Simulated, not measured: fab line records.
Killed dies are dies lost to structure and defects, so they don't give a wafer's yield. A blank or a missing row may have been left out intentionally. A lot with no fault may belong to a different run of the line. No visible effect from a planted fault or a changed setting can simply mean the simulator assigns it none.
Problem report, 8D (eight disciplines) form, completed by code    flow n5 finfet    the parts of the form that need people (team, actions taken, sign-off) are left out

## 1. PROBLEM STATEMENT
Wafers without a fault read 1500.1 rpm, standard deviation 0.86; spin speed rpm at N5_BEOL_M3_COAT_62 reads a mean of 1314.8 rpm on 6 wafers belonging to 2 lots. So: -99 or more standard deviations from the usual mean.
The step: time 60 s, resist thk 12 nm.
The first sign was on wafer L624.1 at day 10 02:05, on litho track-01. The record holds 33 wafers of 11 lots with a number at this step. The rule behind "out" and "out of limits": a value lying over 4 standard deviations away from the usual mean. The rest of the wafers with a number are treated as sound.

## 2. WHAT IT IS; WHAT IT IS NOT
question                     is                      is not
which readings at this step  spin speed rpm          -
which lots                   L624, L625              L615, L616, L619, L620, L626, L630, L631, L635, L638
which wafers of those lots   all that have a number  -
read on which tools          litho track-01          litho track-03, litho track-05
when                         from day 10 02:05       up to then (15 sound wafers); but 12 sound wafers of L630, L631, L635, L638 came after

## 3. THE SUSPECTS, EACH WITH WHAT RULES IT OUT
Counting: a tool stays on the suspect list if, at a process step up to the reading, it processed all lots that are out and no sound lot following the first of them.
- litho track-01 at N5_BEOL_M3_COAT_62 (time 60 s, resist thk 12 nm): ruled out as a lasting fault. The sound lots L638 went through it after L624, its earliest lot that is out (day 10 02:05).
Left after counting: nothing in the record.

## 4. THE CAUSE (what the simulator had put in)
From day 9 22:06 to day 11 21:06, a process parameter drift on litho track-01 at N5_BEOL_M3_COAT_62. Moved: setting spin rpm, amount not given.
Counting ruled it out, wrongly.

## 5. SEQUENCE OF EFFECTS, ordered by route
Each row: a reading whose mean over the struck wafers that have a number lies more than 3 standard deviations from the usual. Scope: only readings with a usual standard deviation given in the record; hours: median across lots of the time from each lot's start at the first step in this table that gives one to its start at this step; sigmas: change in usual standard deviations.
hours  step                reading         usual       on struck wafers  change  sigmas
0      N5_BEOL_M3_COAT_62  spin speed rpm  1500.1 rpm  1314.8            -185.3  -99 or more
It contains these process steps:
- N5_BEOL_M3_COAT_62: time 60 s, resist thk 12 nm.
At these later measuring or inspecting steps, every struck wafer for which the step has a row has a number for every such reading, and none has moved that far: N5_BEOL_M4_RC_MEAS_101.

## 6. HOW IT WOULD HAVE BEEN CAUGHT EARLIER
In this record no reading fell out of limits until day 10 02:05, 4 hours after the fault had begun at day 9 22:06.
